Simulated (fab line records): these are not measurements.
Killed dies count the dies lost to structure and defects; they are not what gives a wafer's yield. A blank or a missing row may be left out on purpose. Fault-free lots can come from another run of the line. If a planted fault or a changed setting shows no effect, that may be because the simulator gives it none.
Split-lot experiment | flow n5Finfet | 39 wafers read from 7 lots, route of 1938 steps

## ABOUT THE SPLIT
At N5_BEOL_M9_ILD_DEP_00 (deposits SiCOH lowk from DEMS/porogen, target thk 308.51 nm, time 58 s), the setting timeS was moved away from the recipe's 58 s on 15 of the 39 wafers read, by -44.3% to +50.3%. For the rest of the wafers, this setting stayed at what the recipe calls for.

## FROM SPLIT TO READING: 1 step shown by the file between the two
- N5_BEOL_M9_CURE_71: cures SiCOH lowk, time 240 s

## THE READING
M9_ILD_THK in nanometres, read at N5_BEOL_M9_THK_MEAS_01. Fault-free wafers of this fab line usually give 269 nm, standard deviation 3.2 nm.

wafer  | tool, chamber at the split | timeS as run, s | against the recipe | M9_ILD_THK, nm | against lot-mates on the recipe
L078.1 | pecvd-03, 0                | 58              | recipe             | 270            | -
L078.2 | pecvd-03, 2                | 87.18           | +50.3%             | 401            | +129
L078.3 | pecvd-03, 1                | 87.18           | +50.3%             | 404            | +132
L078.4 | pecvd-03, 1                | 58              | recipe             | 275            | -
L078.5 | pecvd-03, 0                | 58              | recipe             | 271            | -
L078.6 | pecvd-03, 2                | 87.18           | +50.3%             | 411            | +139
L083.1 | pecvd-01, 1                | 71.75           | +23.7%             | 327            | +61
L083.2 | pecvd-01, 0                | 71.75           | +23.7%             | 325            | +59
L083.3 | pecvd-01, 2                | 58              | recipe             | 265            | -
L083.4 | pecvd-01, 0                | 58              | recipe             | 265            | -
L083.5 | pecvd-01, 2                | 71.75           | +23.7%             | 331            | +65
L083.6 | pecvd-01, 1                | 58              | recipe             | 267            | -
L085.1 | pecvd-03, 0                | 58              | recipe             | 263            | -
L085.2 | pecvd-03, 1                | 58              | recipe             | 264            | -
L085.3 | pecvd-03, 2                | 58              | recipe             | 267            | -
L085.4 | pecvd-03, 1,2              | 58              | recipe             | 271            | -
L085.5 | pecvd-03, 1,2              | 58              | recipe             | 270            | -
L085.6 | pecvd-03, 0                | 58              | recipe             | 265            | -
L087.1 | pecvd-03, 2                | 32.3            | -44.3%             | 148            | -122
L087.2 | pecvd-03, 0                | 58              | recipe             | 265            | -
L087.3 | pecvd-03, 1                | 32.3            | -44.3%             | 152            | -118
L087.4 | pecvd-03, 1                | 58              | recipe             | 273            | -
L087.5 | pecvd-03, 0                | 58              | recipe             | 271            | -
L087.6 | pecvd-03, 2                | 32.3            | -44.3%             | 149            | -121
L091.2 | pecvd-03, 2                | 58              | recipe             | 264            | -
L091.3 | pecvd-03, 1                | 58              | recipe             | 265            | -
L091.5 | pecvd-03, 0                | 58              | recipe             | 265            | -
L097.1 | pecvd-01, 2                | 38.42           | -33.8%             | 178            | -92
L097.2 | pecvd-01, 0                | 38.42           | -33.8%             | 180            | -90
L097.3 | pecvd-01, 1                | 58              | recipe             | 267            | -
L097.4 | pecvd-01, 1                | 58              | recipe             | 272            | -
L097.5 | pecvd-01, 0                | 58              | recipe             | 270            | -
L097.6 | pecvd-01, 2                | 38.42           | -33.8%             | 181            | -89
L096.1 | pecvd-01, 2                | 71.36           | +23.0%             | 329            | +61
L096.2 | pecvd-01, 1                | 58              | recipe             | 265            | -
L096.3 | pecvd-01, 0                | 71.36           | +23.0%             | 324            | +56
L096.4 | pecvd-01, 1                | 58              | recipe             | 270            | -
L096.5 | pecvd-01, 0                | 58              | recipe             | 269            | -
L096.6 | pecvd-01, 2                | 71.36           | +23.0%             | 332            | +64
Where a row lists several chambers, the file gives one row for several wafers and doesn't say which wafer went through which chamber.

THE FIT
A straight line over all 39 wafers: M9_ILD_THK changes by +2.67 nm for each +1% of timeS; r = +1.00; the points scatter about the line by 3.5 nm.
The same after taking each lot's own level away (the mean of its wafers on the recipe; 39 wafers): +2.67 nm for each +1%; r = +1.00; scatter 2.7 nm.
That fit puts the effect of the largest move of timeS on the reading at 1.3e+02 nm.
Measured against the standard deviation above, the lots' own levels, which go from 264.7 to 272.0 nm, span 2.3 times it.
Consequently the slope shifts little with the lot-to-lot level, the two slopes agreeing.
Check: with one of the wafers moved furthest among these (+50.3%) left out of the fit, the line predicts +135 nm for it against its lot-mates. It came out at +129 nm against them.

## FURTHER SPLITS ON THESE WAFERS
These wafers also went through other splits before the reading. Each is held against what the fit with the lots' levels taken away leaves over:
other split on the same wafers | wafers away from the commonest value | r with M9_ILD_THK (lot level and that fit taken away)
N5_BEOL_M5_DEP_56 targetThkA   | 15                                   | +0.05

## THE WHOLE CHAIN: every reading that the file lists as answering this split, in the file's order
step                   | what it does                                                           | reading                                                                                 | change (the file's fit)              | r (the file's)
N5_BEOL_M9_ILD_DEP_00  | deposits SiCOH lowk from DEMS/porogen, target thk 308.51 nm, time 58 s | SiCOH_lowk_of_BEOL_M9_ILD_DEP_00.thkNm (the simulator's own value, which no gauge read) | +3.01 nm for each +1% of the setting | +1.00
N5_BEOL_M9_CURE_71     | cures SiCOH lowk, time 240 s                                           | SiCOH_lowk_of_BEOL_M9_ILD_DEP_00.thkNm (the simulator's own value, which no gauge read) | +2.66 nm for each +1% of the setting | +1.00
N5_BEOL_M9_THK_MEAS_01 |                                                                        | M9_ILD_THK                                                                              | +2.67 for each +1% of the setting    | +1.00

## THE FILE'S OWN FIT
M9_ILD_THK changes by +2.67 nm for each +1% of timeS, r = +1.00.
